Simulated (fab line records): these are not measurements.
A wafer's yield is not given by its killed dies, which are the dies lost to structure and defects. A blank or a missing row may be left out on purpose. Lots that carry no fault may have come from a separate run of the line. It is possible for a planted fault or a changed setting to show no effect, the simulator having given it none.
A struck lot beside a sound one / flow nand harc / 15 out of 1302 route steps
Sound: wafers L229.3, L229.5, L229.6. Struck: wafer L234.4. (L234.2, L234.3 of the same lot were not struck and are left out.) The cause comes at the end.
Per side, at each step with rows, come the tool, then ch with its chambers, and then its first start. Under that, the readings that differ: sound wafers / struck wafers / difference of the means / sigmas: that difference in standard deviations of wafers without a fault.
alike: words and numbers the same on both sides, and readings whose means are apart by under 2 such deviations; not compared: readings that were withheld, readings missing a value for some wafer, numbers with overlapping values and no deviation given by the record, and bounds like >300 which may hide the same value.
The two part at a step that has a row with sigmas, a row that says differs or no value, or rows on one side only. Non-overlapping numbers with no deviation appear without sigmas and do not part them. A reading that every wafer of one side lacks parts them only if that side has two wafers or more.

first, 6 steps without rows for these wafers: NHARC_A_CONTACT_COAT_02 (resist thk 90 nm); NHARC_A_CONTACT_SOFTBAKE_03 (time 55 s); NHARC_A_CONTACT_EBR_04; NHARC_A_CONTACT_EXPOSE_05 (exposes mask A CC); NHARC_A_CONTACT_PEB_06 (peb time 65 s); NHARC_A_CONTACT_DEVELOP_07 (develop time 35 s).
NHARC_A_CONTACT_CD_MEAS_08: target cd 200 nm.
  sound on cd sem-03 ch 0, day 23 06:50; struck on cd sem-02 ch 0, day 25 20:27
  alike: cd nm
NHARC_A_CONTACT_OVL_MEAS_09:
  sound: overlay-01 at day 23 06:55; struck: overlay-02 at day 25 20:32
  alike: overlay x nm, overlay y nm
NHARC_A_CONTACT_INSPECT_10:
  sound: defect inspect-01 at day 23 06:58; struck: defect inspect-02 at day 25 20:34
  alike: raw defect count
NHARC_A_CONTACT_DESCUM_13: chemistry O2, time 3 s.
  sound on rie diel-02 ch 0,3, day 23 07:01; struck on rie diel-02 ch 2, day 25 20:38
reading=rf vpp V (V); sound=57.5 58.1 59.4; struck=56.1; difference=-2.2; sigmas=-2
reading=showerhead plenum p Torr (Torr); sound=1.98 1.99 1.98; struck=1.77; difference=-0.21; sigmas=-2
  alike: drypump motor current A, oes product au, throttle valve pct
  not compared: rf hours counter h
NHARC_A_CONTACT_ETCH_88: etches the open film in CF4, target depth 39 nm, time 65 s.
  sound on rie diel-02 ch 0,1,3, day 23 07:08; struck on rie diel-02 ch 1, day 25 20:43
  alike: drypump motor current A, oes product au, rf vpp V, showerhead plenum p Torr, throttle valve pct
  not compared: rf hours counter h
NHARC_A_CONTACT_ETCH_89: etches the open film in N2/H2, target depth 260 nm, time 475.3 s.
  sound on rie diel-02 ch 0,1,3; struck on rie diel-02 ch 3
  alike: drypump motor current A, oes product au, rf vpp V, showerhead plenum p Torr, throttle valve pct
  not compared: rf hours counter h
NHARC_A_CONTACT_ETCH_30: etches the open film in CF4/CHF3, target depth 72.6 nm, time 36.3 s.
  sound on rie diel-02 ch 0,1, day 23 07:40; struck on rie diel-02 ch 3, day 25 21:09
reading=oes product au (a.u.); sound=0.947 0.948 0.921; struck=0.809; difference=-0.130; sigmas=-8
  alike: drypump motor current A, rf vpp V, showerhead plenum p Torr, throttle valve pct
  not compared: rf hours counter h
NHARC_A_CONTACT_ETCH_31: etches the open film in O2/COS, target depth 2800 nm, time 728 s.
  sound on rie diel-02 ch 0,3; struck on rie diel-02 ch 3
  alike: drypump motor current A, oes product au, rf vpp V, showerhead plenum p Torr, throttle valve pct
  not compared: rf hours counter h
-- break in the record here, with 2 days between the starts of the struck wafers on either side (left off in module A_CONTACT, picked up again in module END, where the first step shown is number 1302 on the route) --
NHARC_END_SORT_01:
  the record has rows for the struck wafers here (prober-01 ch 0, day 28 01:31) and none for the sound ones

== WHERE THEY PART ==
Last at NHARC_END_SORT_01 as far as this record goes, first at NHARC_A_CONTACT_DESCUM_13.

WHY: whatever the simulator had introduced
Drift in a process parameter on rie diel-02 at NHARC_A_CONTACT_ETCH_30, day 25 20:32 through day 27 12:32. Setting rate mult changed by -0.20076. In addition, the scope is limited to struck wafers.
